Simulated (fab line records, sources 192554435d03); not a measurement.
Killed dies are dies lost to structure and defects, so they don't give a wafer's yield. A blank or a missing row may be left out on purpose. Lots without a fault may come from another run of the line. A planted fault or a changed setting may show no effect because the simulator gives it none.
Chamber matching | flow n5_finfet | N5_BEOL_M0_SAQP_MANDREL_ETCH_103 on rie_si-02: 4 sister chambers
The step etches a-Si in HBr/Cl2, stops on SiCN, target depth 45 nm, bt time 10 s, time 27 s. 4 wafers are shown with their chamber, then 8 later ones without.

WAFERS WITH THEIR CHAMBER
wafer  | chamber | throttle_valve_pct (%)
L087.5 | 2       | 35.71
L088.2 | 1       | 34.85
L088.6 | 0       | 35.26
L090.1 | 3       | 35.32

WAFERS WITHOUT THEIR CHAMBER
wafer  | throttle_valve_pct (%)
L090.3 | 35.71
L090.4 | 34.86
L094.1 | 35.72
L094.2 | 34.86
L094.4 | 35.30
L095.2 | 35.29
L095.4 | 35.69
L095.6 | 35.26

WHICH CHAMBER EACH WENT THROUGH
wafer  | from the rows above     | in truth
L090.3 | 2                       | 2
L090.4 | 1                       | 1
L094.1 | 2                       | 2
L094.2 | 1                       | 1
L094.4 | can't be placed: 3 or 0 | 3
L095.2 | can't be placed: 0 or 3 | 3
L095.4 | 2                       | 2
L095.6 | 0                       | 0
Placed correctly: 6 of 8. Can't be placed from these rows: 2 (the true chamber is among the candidates in 2). Placed wrongly: 0.
How it was worked out, from the rows above alone: a wafer's distance from a chamber is the root of the sum, over the readings, of the square of ((its reading less the chamber's mean) divided by the reading's scatter). The wafer belongs to the nearest chamber; if the next one is less than 2 further off, it can't be placed. A chamber's mean is the mean of its shown wafers. The scatter: with one shown wafer a chamber, the root of the mean of the squares of how far each hidden wafer lies from its nearest shown one.
